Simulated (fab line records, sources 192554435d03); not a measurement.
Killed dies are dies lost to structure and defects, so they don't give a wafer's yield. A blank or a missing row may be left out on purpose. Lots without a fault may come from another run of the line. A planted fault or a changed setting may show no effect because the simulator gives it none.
A struck lot beside a sound one | flow n5_finfet | 25 steps out of a route of 1938
Sound: wafers L275.1, L275.2, L275.4. Struck: wafers L266.2, L266.6. (L266.5 of the same lot was not struck and is left out.) The cause comes at the end.
At each step with rows: each side's tool, then ch and its chambers, then its first start. Under that, the readings that differ: sound wafers | struck wafers | difference of the means | sigmas: that difference in standard deviations of wafers without a fault.
alike: readings whose means differ by less than 2 such deviations, and words and numbers that are the same on both sides. not compared: withheld readings, readings that some wafer has no value for, bounds like >300 that may hide the same value, and numbers for which the record gives no deviation and whose values overlap.
The two part at a step that has a row with sigmas, a row that says differs or no value, or rows on one side only. Numbers that don't overlap but have no deviation are shown without sigmas and don't part them. A reading that every wafer of one side lacks parts them only if that side has two wafers or more.

first, 9 steps without rows for these wafers: N5_PASSIVATION_HARDBAKE_31 (time 120 s); N5_PASSIVATION_DESCUM_32 (chemistry O2, time 7.9 s); N5_PASSIVATION_AL_ETCH_33 (etches Al in Cl2/BCl3, stops on TaN, target depth 2800 nm, time 466.7 s); N5_PASSIVATION_ETCH_59 (etches TaN in Cl2/BCl3, target depth 65 nm, time 34.9 s); N5_PASSIVATION_STRIP_34 (strips in O2); N5_PASSIVATION_STRIP_51 (strips in post etch residue remover, time 1200 s); N5_PASSIVATION_CLEAN_69 (cleans in IPA, time 180 s); N5_PASSIVATION_SRD_70 (time 30 s); N5_PASSIVATION_PECVD_53 (deposits SiO2 from TEOS/O2, target thk 800 nm, time 169.4 s).
N5_PASSIVATION_PECVD_35: deposits SiNx from SiH4/NH3/N2, target thk 700 nm, time 151.3 s.
  sound on pecvd-03 ch 0,1,2, day 19 01:56; struck on pecvd-03 ch 0, day 16 13:06
  reading                                        | sound             | struck      | difference | sigmas
  run_length_s (s)                               | 195.1 195.7 195.7 | 154.6 154.5 | -40.9      | -91
  model.SiNx_of_PASSIVATION_PECVD_35.thk_nm (nm) | 691 699.2 702.6   | 514 520.2   | -180       |
  alike: heater_power_w, showerhead_plenum_p_Torr, throttle_valve_pct
then, 12 steps without rows for these wafers: N5_PASSIVATION_HMDS_37 (time 60 s); N5_PASSIVATION_COAT_38; N5_PASSIVATION_EBR_40; N5_PASSIVATION_SOFTBAKE_39 (time 120 s); N5_PASSIVATION_EXPOSE_41 (exposes mask PASS OPEN, defocus 0 nm, target cd 40000 nm); N5_PASSIVATION_PEB_42; N5_PASSIVATION_DEVELOP_43 (develop time 60 s); N5_PASSIVATION_HARDBAKE_45 (time 120 s); N5_PASSIVATION_DESCUM_46 (chemistry O2, time 7.9 s); N5_PASSIVATION_PASS_ETCH_47 (etches SiNx in CF4/O2, target depth 770 nm, time 385 s); N5_PASSIVATION_ETCH_54 (etches SiO2 in CHF3/O2, target depth 880 nm, time 440 s); N5_PASSIVATION_STRIP_48 (strips in O2).
N5_PASSIVATION_STRIP_52: strips in post etch residue remover, time 1200 s.
  sound on wet_bench-04 ch 0,6,7, day 19 03:05; struck on wet_bench-01 ch 1,2, day 16 14:14
  reading                                        | sound             | struck      | difference | sigmas
  model.SiNx_of_PASSIVATION_PECVD_35.thk_nm (nm) | 690.6 698.8 702.2 | 513.8 519.8 | -180.4     |
then, 2 steps without rows for these wafers: N5_PASSIVATION_CLEAN_71 (cleans in IPA, time 180 s); N5_PASSIVATION_PROBE_49.

WHERE THEY PART
Only at N5_PASSIVATION_PECVD_35, within this record.

WHY: what the simulator had put in
Process parameter drift: pecvd-03, from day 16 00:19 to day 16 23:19, at N5_PASSIVATION_PECVD_35. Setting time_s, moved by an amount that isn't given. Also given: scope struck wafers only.
